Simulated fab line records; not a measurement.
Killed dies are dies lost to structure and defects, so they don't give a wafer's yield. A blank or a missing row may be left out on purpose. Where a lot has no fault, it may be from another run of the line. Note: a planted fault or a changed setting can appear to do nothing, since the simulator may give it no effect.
fab line records	flow nand_harc
record lots=11	wafers=33	last_day=24
route steps=1159 shown P_ZERO_WELL@14 P_STI@85 P_GATE@172 END@1159
lots with no fault: from the same line, run without faults
start_h: hours from the record's first day to the start of the lot's first wafer shown	wait_h: time in hours since the lot's previous step	" same as the row above	L1.1+2: a single row standing in for several wafers	- either no value or no given start	* or withheld: withheld	< > ~ a bound
route shown NAME@n: a module of which the file shows steps, and the number in the route of the first	usual: mean/standard deviation of fault-free wafers	same: alike in all rows	chamber/n: place in a boat	sites: readings site by site	_std_site: the values' standard deviation	_edge_site: inner sites' mean taken away from outer sites' mean	radius_mm: for every site, how far away it sits from the centre of the wafer	mask NAME#n: copy n	behind: the most recent tool/chamber to have shaped the wafer	hold: why the lot went on hold/how many hours it stayed there/how the hold came to an end	device: transistor that didn't switch, given as n, p or np	end of line: tests of these same wafers at the route's end	a step with no rows: only its recipe	killed: dies lost to structure and defects at the first sort, not the wafer's yield	map: the dies of a wafer, with x for killed, . for not killed, _ for no die there
set.NAME: setting as actually run; set.NAME@STEP: the setting as run at that earlier step	model.NAME: the simulator's own value behind a step, which no gauge read
a sample of lots followed through the steps of the route, with each step as a table and each wafer as a row
services: when a tool's chamber went out of use (start_h, in hours from the record's first day, below 0 if earlier), for how many hours, and the reason
## steps
# step NHARC_P_ZERO_WELL_CD_MEAS_11
# recipe target_cd_nm=500	landing_energy_ev=500
# usual cd_nm=499.4/1.4
lot.wafer	tool	chamber	start_h	wait_h	cd_nm
L282.3	cd_sem-02	0	19.25	-	500.1
L282.4	"	0	"	"	498.2
L282.5	"	0	"	"	500.9
L286.2	cd_sem-02	0	43.14	-	500.6
L286.5	"	0	"	"	501.0
L286.6	"	0	"	"	499.3
L287.3	cd_sem-03	0	49.27	-	498.5
L287.4	"	0	"	"	499.0
L287.5	"	0	"	"	499.0
L290.1	cd_sem-02	0	67.25	-	498.3
L290.2	"	0	"	"	498.3
L290.6	"	0	"	"	497.1
L292.1	cd_sem-01	0	79.24	-	501.2
L292.4	"	0	"	"	499.0
L292.6	"	0	"	"	501.2
L294.1	cd_sem-03	0	91.13	-	500.2
L294.2	"	0	"	"	499.4
L294.4	"	0	"	"	499.5
L296.3	cd_sem-02	0	103.15	-	500.7
L296.4	"	0	"	"	502.4
L296.6	"	0	"	"	502.2
L297.2	cd_sem-03	0	109.25	-	497.1
L297.4	"	0	"	"	498.9
L297.5	"	0	"	"	498.8
L300.1	cd_sem-01	0	127.12	-	500.9
L300.2	"	0	"	"	501.3
L300.6	"	0	"	"	498.5
L302.2	cd_sem-02	0	139.25	-	498.7
L302.3	"	0	"	"	499.4
L302.6	"	0	"	"	496.7
L304.1	cd_sem-02	0	151.11	-	497.3
L304.2	"	0	"	"	500.0
L304.4	"	0	"	"	498.1
# step NHARC_P_ZERO_WELL_ETCH_63
# recipe target_depth_a=1200	time_s=40.1	hbr_flow_sccm=150	cl2_flow_sccm=50	rf_w=400	icp_w=400	bias_w=100	chemistry=HBr/Cl2
# usual drypump_motor_current_A=6.0/0.5	oes_product_au=0.999/0.0068	rf_fwd_power_W=394.1/2	throttle_valve_pct=26.406/0.0094
lot.wafer	tool	chamber	start_h	wait_h	drypump_motor_current_A	oes_product_au	rf_fwd_power_W	rf_hours_counter_h	throttle_valve_pct
L282.3	rie_si-02	1	19.66	-	5.6	0.998	395.7	1.2	26.414
L282.4	"	0	"	"	6.4	1.002	394.6	1.5	26.402
L282.5	"	2	"	"	5.9	0.997	395.6	-	26.408
L286.2	rie_si-06	2	43.55	-	5.8	0.995	395.4	0.3	26.397
L286.5	"	2	"	"	5.8	0.997	396.2	-	26.414
L286.6	"	3	"	"	5.3	0.993	398.0	-	26.408
L287.4	rie_si-03	3	49.69	-	6.6	0.994	394.4	0.7	26.417
L287.3	"	0	"	"	5.1	0.994	391.3	0.6	26.409
L287.5	"	3	"	"	6.6	0.993	393.1	-	26.420
L290.1	rie_si-06	0	67.69	-	6.5	0.997	395.7	0.5	26.406
L290.2	"	1	"	"	6.0	0.997	392.3	0.4	26.398
L290.6	"	3	"	"	5.4	0.998	397.8	-	26.413
L292.1	rie_si-02	2	79.67	-	5.9	0.997	396.2	0.4	26.399
L292.4	"	2	"	"	6.0	1.008	396.5	-	26.411
L292.6	"	1	"	"	5.5	1.004	395.3	-	26.409
L294.4	rie_si-03	0	92.13	-	5.1	1.004	393.7	1.0	26.396
L294.1	"	1	"	"	6.5	0.996	396.5	1.1	26.417
L294.2	"	2	"	"	6.7	1.006	392.2	1.0	26.402
L296.3	rie_si-02	2	103.56	-	5.9	1.000	395.8	0.6	26.390
L296.4	"	3	"	"	5.5	0.996	395.6	0.5	26.401
L296.6	"	3	"	"	5.5	1.005	394.9	-	26.383
L297.4	rie_si-06	1	109.67	-	6.0	1.003	391.1	0.8	26.389
L297.2	"	3	"	"	5.4	1.001	396.5	0.8	26.405
L297.5	"	2	"	"	5.8	1.004	394.7	-	26.410
L300.1	rie_si-03	1	127.53	-	6.5	0.987	395.4	1.2	26.404
L300.2	"	2	"	"	6.7	0.999	395.5	1.2	26.412
L300.6	"	0	"	"	5.1	0.989	392.8	-	26.400
L302.2	rie_si-03	0	139.67	-	5.1	0.999	393.5	1.4	26.410
L302.3	"	2	"	"	6.7	0.993	394.7	1.4	26.425
L302.6	"	3	"	"	6.6	1.000	390.2	-	26.404
L304.1	rie_si-06	0	151.53	-	6.5	1.003	393.9	1.1	26.405
L304.2	"	2	"	"	5.8	0.988	395.7	1.3	26.403
L304.4	"	3	"	"	5.3	1.003	396.5	1.1	26.407
# step NHARC_P_ZERO_WELL_PRECLEAN_68
# recipe time_s=60	temp_c=50	bath_age_min=0	chemistry=SC1
# usual diw_flow_mL_min=1415/4.6	nh4oh_flow_mL_min=28.30/0.089
lot.wafer	tool	chamber	start_h	wait_h	diw_flow_mL_min	nh4oh_flow_mL_min
L282.3	wet_bench-09	1	24.37	-	1411	28.11
L282.4	"	3	"	"	1418	28.28
L282.5	"	6	"	"	1416	28.42
L286.5	wet_bench-01	5	48.39	-	1415	28.42
L286.2	"	7	"	"	1421	28.23
L286.6	"	0	"	"	1412	28.33
L287.3	wet_bench-09	7	54.64	-	1419	28.27
L287.4	"	0	"	"	1417	28.38
L287.5	"	3	"	"	1416	28.37
L290.1	wet_bench-09	7	72.46	-	1404	28.35
L290.6	"	2	"	"	1408	28.39
L290.2	"	3	"	"	1421	28.23
L292.1	wet_bench-09	2	84.57	-	1414	28.32
L292.4	"	3	"	"	1417	28.42
L292.6	"	4	"	"	1419	28.47
L294.2	wet_bench-02	6	97.04	-	1419	28.26
L294.1	"	2	"	"	1422	28.11
L294.4	"	3	"	"	1413	28.34
L296.4	wet_bench-02	6	108.30	-	1417	28.28
L296.6	"	7	"	"	1413	28.19
L296.3	"	2	"	"	1408	28.25
L297.4	wet_bench-02	7	114.29	-	1408	28.16
L297.5	"	1	"	"	1420	28.25
L297.2	"	2	"	"	1412	28.41
L300.2	wet_bench-01	0	132.29	-	1417	28.32
L300.6	"	1	"	"	1426	28.28
L300.1	"	4	"	"	1410	28.21
L302.2	wet_bench-02	0	144.62	-	1419	28.25
L302.6	"	2	"	"	1412	28.25
L302.3	"	4	"	"	1417	28.25
L304.1	wet_bench-09	2	156.31	-	1416	28.25
L304.2	"	4	"	"	1415	28.11
L304.4	"	7	"	"	1414	28.23
# step NHARC_P_ZERO_WELL_INSPECT_43
# usual raw_defect_count=13/5.9
lot.wafer	tool	chamber	start_h	wait_h	raw_defect_count
L282.3	defect_inspect-02	-	25.45	0.4	14
L282.4	"	-	"	"	23
L282.5	"	-	"	"	11
L286.2	defect_inspect-02	-	49.52	0.5	14
L286.5	"	-	"	"	16
L286.6	"	-	"	"	13
L287.3	defect_inspect-01	-	55.74	0.4	11
L287.4	"	-	"	"	14
L287.5	"	-	"	"	8
L290.1	defect_inspect-02	-	73.52	0.6	953
L290.2	"	-	"	"	933
L290.6	"	-	"	"	962
L292.1	defect_inspect-01	-	86.27	1.1	996
L292.4	"	-	"	"	931
L292.6	"	-	"	"	924
L294.1	defect_inspect-02	-	98.11	0.6	15
L294.2	"	-	"	"	10
L294.4	"	-	"	"	13
L296.3	defect_inspect-01	-	109.48	0.4	15
L296.4	"	-	"	"	9
L296.6	"	-	"	"	15
L297.2	defect_inspect-01	-	115.34	0.5	18
L297.4	"	-	"	"	5
L297.5	"	-	"	"	15
L300.1	defect_inspect-01	-	133.36	0.6	9
L300.2	"	-	"	"	17
L300.6	"	-	"	"	19
L302.2	defect_inspect-02	-	145.69	0.5	10
L302.3	"	-	"	"	8
L302.6	"	-	"	"	14
L304.1	defect_inspect-02	-	157.38	0.6	7
L304.2	"	-	"	"	10
L304.4	"	-	"	"	3
# step NHARC_P_STI_INSPECT_11
# usual raw_defect_count=5.6/3
lot.wafer	tool	chamber	start_h	wait_h	raw_defect_count
L282.3	defect_inspect-01	-	40.89	0.0	6
L282.4	"	-	"	"	5
L282.5	"	-	"	"	3
L286.2	defect_inspect-02	-	62.10	0.0	4
L286.5	"	-	"	"	1
L286.6	"	-	"	"	4
L287.3	defect_inspect-02	-	71.40	0.0	13
L287.4	"	-	"	"	5
L287.5	"	-	"	"	10
L290.1	defect_inspect-01	-	90.57	0.0	958
L290.2	"	-	"	"	924
L290.6	"	-	"	"	940
L292.1	defect_inspect-02	-	104.47	0.0	962
L292.4	"	-	"	"	898
L292.6	"	-	"	"	916
L294.1	defect_inspect-02	-	114.44	0.0	5
L294.2	"	-	"	"	3
L294.4	"	-	"	"	3
L296.3	defect_inspect-02	-	122.82	0.0	7
L296.4	"	-	"	"	7
L296.6	"	-	"	"	4
L297.2	defect_inspect-02	-	134.84	0.0	5
L297.4	"	-	"	"	6
L297.5	"	-	"	"	2
L300.1	defect_inspect-01	-	145.75	0.0	0
L300.2	"	-	"	"	3
L300.6	"	-	"	"	1
L302.2	defect_inspect-01	-	161.32	0.0	4
L302.3	"	-	"	"	5
L302.6	"	-	"	"	8
L304.1	defect_inspect-01	-	172.86	0.0	7
L304.2	"	-	"	"	8
L304.4	"	-	"	"	7
# step NHARC_P_GATE_DESCUM_48
# recipe time_s=3	o2_flow_sccm=200	ar_flow_sccm=0	bias_power_w=0	chemistry=O2
# usual drypump_motor_current_A=5.6/0.32	oes_product_au=1.002/0.008	rf_vpp_V=57.8/0.91	showerhead_plenum_p_Torr=1.94/0.074	throttle_valve_pct=11.311/0.0097
lot.wafer	tool	chamber	start_h	wait_h	drypump_motor_current_A	oes_product_au	rf_hours_counter_h	rf_vpp_V	showerhead_plenum_p_Torr	throttle_valve_pct
L282.3	rie_diel-04	0	97.91	-	5.4	0.994	57	58.9	1.88	11.295
L282.4	"	2	"	"	5.1	1.006	57	56.9	1.95	11.296
L282.5	"	0	"	"	5.4	0.996	-	57.8	1.88	11.295
L286.2	rie_diel-02	0	127.36	-	5.6	0.986	47	58.5	2.04	11.325
L286.5	"	1	"	"	5.8	0.995	-	57.9	1.91	11.310
L286.6	"	2	"	"	6.2	0.995	-	58.9	2.03	11.308
L287.4	rie_diel-12	2	134.80	-	5.9	0.998	19	56.9	1.85	11.305
L287.3	"	3	"	"	5.4	1.013	17	57.9	1.85	11.316
L287.5	"	3	"	"	5.4	1.008	-	57.9	1.85	11.312
L290.2	rie_diel-12	0	153.07	-	5.5	1.011	21	58.6	2.02	11.319
L290.1	"	1	"	"	5.8	1.010	23	58.8	1.91	11.301
L290.6	"	2	"	"	5.9	1.007	-	60.5	1.85	11.303
L294.4	rie_diel-04	2	180.90	-	5.1	1.013	23	57.2	1.94	11.324
L294.2	"	3	"	"	5.7	0.997	23	57.2	1.99	11.300
L294.1	"	1	"	"	5.5	0.988	21	58.7	2.07	11.319
L292.1	rie_diel-12	3	181.89	-	5.4	1.010	23	58.1	1.85	11.309
L292.4	"	0	"	"	5.5	1.003	28	59.8	2.02	11.315
L292.6	"	0	"	"	5.5	1.009	-	57.6	2.02	11.307
L296.4	rie_diel-02	1	191.01	-	5.8	0.989	15	56.8	1.90	11.310
L296.3	"	2	"	"	6.2	1.000	15	58.2	2.02	11.302
L296.6	"	1	"	"	5.8	1.000	-	56.5	1.90	11.320
L297.4	rie_diel-04	2	201.20	-	5.1	1.019	29	58.3	1.94	11.312
L297.2	"	3	"	"	5.7	1.003	30	58.2	1.98	11.306
L297.5	"	3	"	"	5.7	1.009	-	58.2	1.98	11.303
L300.2	rie_diel-12	1	211.53	-	5.8	0.996	0	57.6	1.91	11.310
L300.1	"	3	"	"	5.4	1.006	0	55.7	1.85	11.312
L300.6	"	1	"	"	5.8	0.998	-	58.4	1.91	11.304
L302.2	rie_diel-04	0	221.55	-	5.4	1.014	36	58.2	1.86	11.309
L302.3	"	2	"	"	5.1	1.012	36	58.2	1.93	11.293
L302.6	"	3	"	"	5.8	1.005	-	56.2	1.98	11.313
L304.4	rie_diel-02	3	238.34	-	4.9	1.001	34	56.6	1.90	11.329
L304.1	"	1	"	"	5.8	0.983	28	57.4	1.90	11.310
L304.2	"	2	"	"	6.2	0.989	33	57.5	2.01	11.315
# step NHARC_END_SORT_01
# recipe temp_c=25
# usual killed_at_array=29/11	killed_at_other=0.6/0.89	killed_at_periphery=3.8/2.8	killed_dies=33/12	killed_open=3.5/1.9	killed_short=1.9/1.3
# same gross_dies=677
lot.wafer	tool	chamber	start_h	wait_h	killed_at_array	killed_at_other	killed_at_periphery	killed_dies	killed_open	killed_short
L290.1	prober-02	0	489.12	2.5	26	0	88	114	3	3
L290.2	prober-02	0	489.91	2.8	16	0	56	72	7	1
L290.6	prober-02	0	493.06	3.9	29	0	102	131	2	1
L292.1	prober-02	0	512.69	2.5	21	0	96	117	4	0
L292.4	prober-02	0	515.08	3.4	27	1	56	84	7	1
L292.6	prober-02	0	516.68	4.0	39	0	101	140	4	2
L296.3	prober-02	0	527.68	3.1	45	0	6	51	2	2
L296.4	prober-02	0	528.48	3.4	34	0	10	44	0	1
L296.6	prober-02	0	530.09	4.0	47	0	7	54	2	4
# killed by level:class
L290.1 P_ZERO_WELL:unspecified=86 A_CHANNEL_HOLE_D1:chamber_film_flake=14 A_STAIRCASE:chamber_film_flake=3 A_CHANNEL_HOLE_D1:geometric_particle:short=2 A_M0:chamber_film_flake=2 P_CONTACT:geometric_particle:open=1 A_CHANNEL_FILL_D1:geometric_particle:open=1 A_WL_FILL:geometric_particle:short=1
L290.2 P_ZERO_WELL:unspecified=52 A_STAIRCASE:chamber_film_flake=5 A_ONON_D1:geometric_particle:open=2 A_CHANNEL_HOLE_D1:chamber_film_flake=2 A_CONTACT:chamber_film_flake=2 P_GATE:geometric_particle:open=1 P_CONTACT:geometric_particle:short=1 P_M0:geometric_particle:open=1
L290.6 P_ZERO_WELL:unspecified=100 A_CHANNEL_HOLE_D1:chamber_film_flake=18 A_STAIRCASE:chamber_film_flake=4 A_WL_FILL:chamber_film_flake=2 A_CONTACT:chamber_film_flake=2 P_GATE:geometric_particle:open=1 A_SGD_CUT:geometric_particle:short=1 A_CONTACT:geometric_particle:open=1
L292.1 P_ZERO_WELL:unspecified=94 A_SLIT:chamber_film_flake=10 A_CHANNEL_HOLE_D1:chamber_film_flake=4 P_M0:geometric_particle:open=1 A_CHANNEL_FILL_D1:geometric_particle:open=1 A_WL_FILL:geometric_particle:open=1 A_M0:geometric_particle:open=1 P_STI:chamber_film_flake=1
L292.4 P_ZERO_WELL:unspecified=54 A_SLIT:chamber_film_flake=9 A_CHANNEL_HOLE_D1:chamber_film_flake=5 A_STAIRCASE:chamber_film_flake=5 A_CONTACT:chamber_film_flake=2 P_GATE:geometric_particle:open=1 A_CHANNEL_FILL_D1:geometric_particle:short=1 A_CHANNEL_FILL_D1:geometric_particle:open=1
L292.6 P_ZERO_WELL:unspecified=97 A_SLIT:chamber_film_flake=13 A_STAIRCASE:chamber_film_flake=10 A_CHANNEL_HOLE_D1:chamber_film_flake=7 A_CHANNEL_FILL_D1:geometric_particle:open=2 A_CHANNEL_FILL_D1:chamber_film_flake=2 A_CONTACT:geometric_particle:open=1 A_M0:geometric_particle:open=1
L296.3 A_SLIT:chamber_film_flake=22 A_CHANNEL_HOLE_D1:chamber_film_flake=14 P_CONTACT:chamber_film_flake=3 A_CONTACT:chamber_film_flake=3 P_GATE:chamber_film_flake=2 A_WL_FILL:chamber_film_flake=2 P_GATE:geometric_particle:open=1 A_ONON_D1:geometric_particle:short=1
L296.4 A_CHANNEL_HOLE_D1:chamber_film_flake=16 A_SLIT:chamber_film_flake=12 P_CONTACT:chamber_film_flake=7 P_GATE:chamber_film_flake=3 A_STAIRCASE:chamber_film_flake=2 A_WL_FILL:chamber_film_flake=2 A_ONON_D1:geometric_particle:short=1 A_CONTACT:chamber_film_flake=1
L296.6 A_SLIT:chamber_film_flake=20 A_CHANNEL_HOLE_D1:chamber_film_flake=18 P_CONTACT:chamber_film_flake=5 A_WL_FILL:geometric_particle:short=3 A_CONTACT:chamber_film_flake=3 P_GATE:chamber_film_flake=2 A_STAIRCASE:geometric_particle:short=1 A_CONTACT:geometric_particle:open=1
## services
tool	chamber	start_h	hours	kind
rie_si-06	3	0.69	19.0	repair
wet_bench-02	-	4.00	8.0	pm
rie_si-06	-	6.00	9.0	pm
rie_si-03	1	6.20	3.9	repair
rie_diel-12	0	19.22	6.4	repair
rie_diel-12	-	25.40	9.0	pm
rie_si-03	0	75.02	9.7	repair
rie_diel-04	-	112.09	9.0	pm
wet_bench-09	-	112.80	8.0	pm
rie_diel-12	3	116.65	4.4	repair
rie_diel-04	1	121.94	9.3	repair
rie_si-03	3	126.96	8.0	repair
wet_bench-09	-	130.27	2.1	repair
rie_diel-04	-	130.91	2.7	repair
rie_diel-12	3	146.58	16.9	repair
rie_si-03	-	155.00	9.0	pm
rie_si-03	1	170.01	2.2	repair
wet_bench-02	-	180.00	8.0	pm
rie_si-06	-	183.00	9.0	pm
rie_si-06	2	198.51	6.2	repair
rie_diel-12	1	198.75	4.1	repair
rie_diel-12	-	202.40	9.0	pm
rie_si-03	1	225.59	4.3	repair
rie_si-03	1	237.20	4.2	repair
## key
first_sign step=NHARC_P_ZERO_WELL_INSPECT_43	reading=raw_defect_count	direction=up	sigmas=99+	usual=13	struck=950
effect step=NHARC_P_STI_INSPECT_11	reading=raw_defect_count	direction=up	sigmas=99+	usual=5.6	struck=933
effect step=NHARC_END_SORT_01	reading=killed_at_periphery	direction=up	sigmas=29	usual=3.8	struck=83.2
more_kills_born_at NHARC_P_ZERO_WELL_PRECLEAN_68@wet_bench-09=483
met_at NHARC_P_ZERO_WELL_PRECLEAN_68
struck_lots L290,L292
tester_left_out L290,L292
not_acting_at NHARC_P_ZERO_WELL_CD_MEAS_11,NHARC_P_ZERO_WELL_ETCH_63,NHARC_P_GATE_DESCUM_48
onset_between 54.64 72.46
fault kind=chamber_particle_source	tool=wet_bench-09	chamber=-	onset_h=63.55	steps=NHARC_P_ZERO_WELL_PRECLEAN_68	rate_per_visit_cm2=1.4485	end_h=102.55
# tester_left_out: of these lots the tester's yield and bins aren't shown, on N5 and GAA mostly nor the transistor test; their killed dies are dies lost to structure and defects alone, not to doping, threshold or leakage, so they don't give the yield
